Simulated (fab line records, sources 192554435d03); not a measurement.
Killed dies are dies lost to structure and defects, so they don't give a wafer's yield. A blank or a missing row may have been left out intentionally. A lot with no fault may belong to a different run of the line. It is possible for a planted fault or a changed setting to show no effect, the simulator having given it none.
Which tool is to blame? | flow n5-finfet | 30 wafers sampled from 10 lots at 1 step of a route of 1938

## WHAT THE GAUGES READ, wafer by wafer
N5_MIM_BOT_LITHO_INSPECT_12: inspects for defects (macro).
lot  | measured     | on                | raw-defect-count
L854 | day 15 06:14 | defect-inspect-02 | 1 2 1
L858 | day 16 00:42 | defect-inspect-02 | 3 2 1
L859 | day 16 04:53 | defect-inspect-01 | 1 1 2
L856 | day 16 16:48 | defect-inspect-01 | 4 0 1
L857 | day 16 18:53 | defect-inspect-02 | 2 3 3
L861 | day 17 02:54 | defect-inspect-02 | 0 4 3
L869 | day 19 01:54 | defect-inspect-01 | 1 2 4
L872 | day 19 09:47 | defect-inspect-02 | 2 2 4
L873 | day 19 13:52 | defect-inspect-01 | 0 3 3
L874 | day 19 23:35 | defect-inspect-01 | 2 4 3

## TOOL THAT RAN EACH LOT (tool first, then ch and the chambers of the sampled wafers, then the start)
Record: no process step prior to these readings.

## THE ANSWER, worked out from the rows above alone
Rule: what is usual is taken from the lots themselves. The widest of any qualifying gaps counts: lots, ordered by their means at a reading, are off when they make up no more than a third of the lots, leave a main group of 4 or more, and stand apart from it by 3 or more times the standard deviation of that group's means. A main group is skipped when, at the precision printed for the reading in the tables above, its means are all equal. A lot without any number at a reading at which 4 lots or more have one is off too. Where the step has rows for the other lots, those lots are counted as sound.
No lot is off at any reading shown: from this, nothing can be told.

## WHAT THE SIMULATOR HAD PUT IN
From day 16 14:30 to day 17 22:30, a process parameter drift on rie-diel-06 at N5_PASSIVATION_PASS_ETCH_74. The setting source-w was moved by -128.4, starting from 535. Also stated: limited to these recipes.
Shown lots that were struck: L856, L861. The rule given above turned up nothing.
